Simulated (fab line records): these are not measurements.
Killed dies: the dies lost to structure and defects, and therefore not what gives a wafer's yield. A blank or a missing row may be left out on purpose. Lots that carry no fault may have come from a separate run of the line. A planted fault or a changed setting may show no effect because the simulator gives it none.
Matching of chambers :: flow n5 finfet :: rie diel-06 running N5_BEOL_M10_STRIP_19: 4 sister chambers
The step strips in O2. 8 wafers are shown with their chamber, then 7 later ones without.

WAFERS WITH THEIR CHAMBER
wafer: L074.1
chamber: 0
throttle valve pct (%): 16.56
drypump motor current A (A): 5.8

wafer: L077.5
chamber: 2
throttle valve pct (%): 16.29
drypump motor current A (A): 5.9

wafer: L077.6
chamber: 3
throttle valve pct (%): 16.80
drypump motor current A (A): 6.2

wafer: L083.2
chamber: 3
throttle valve pct (%): 16.80
drypump motor current A (A): 6.2

wafer: L083.5
chamber: 1
throttle valve pct (%): 16.91
drypump motor current A (A): 6.0

wafer: L083.6
chamber: 2
throttle valve pct (%): 16.32
drypump motor current A (A): 5.9

wafer: L087.1
chamber: 0
throttle valve pct (%): 16.59
drypump motor current A (A): 5.7

wafer: L087.3
chamber: 1
throttle valve pct (%): 16.93
drypump motor current A (A): 6.0

WAFERS WITH NO CHAMBER GIVEN
wafer: L087.5
throttle valve pct (%): 16.82
drypump motor current A (A): 6.2

wafer: L090.3
throttle valve pct (%): 16.96
drypump motor current A (A): 6.0

wafer: L090.5
throttle valve pct (%): 16.96
drypump motor current A (A): 6.0

wafer: L090.6
throttle valve pct (%): 16.34
drypump motor current A (A): 5.9

wafer: L088.2
throttle valve pct (%): 16.33
drypump motor current A (A): 5.9

wafer: L088.3
throttle valve pct (%): 16.97
drypump motor current A (A): 6.0

wafer: L088.5
throttle valve pct (%): 16.86
drypump motor current A (A): 6.2

WHICH CHAMBER EACH ONE RAN IN
wafer: L087.5
from the rows above: 3
in truth: 3

wafer: L090.3
from the rows above: 1
in truth: 1

wafer: L090.5
from the rows above: 1
in truth: 1

wafer: L090.6
from the rows above: 2
in truth: 2

wafer: L088.2
from the rows above: 2
in truth: 2

wafer: L088.3
from the rows above: 1
in truth: 1

wafer: L088.5
from the rows above: 3
in truth: 3
Correct placement for 7 of the 7. From these rows, 0 cannot be placed. 0 placed wrongly.
How it was worked out, from the rows above alone: a wafer's distance from a chamber is the root of the sum, over the readings, of the square of ((its reading less the chamber's mean) divided by the reading's scatter). The wafer belongs to the nearest chamber; if the next one is less than 2 further off, it can't be placed. Each chamber's mean is taken over the wafers shown for it. The scatter is the square root of a quotient: the sum, over the shown wafers, of each reading's squared deviation from its chamber's mean, divided by wafers minus chambers.
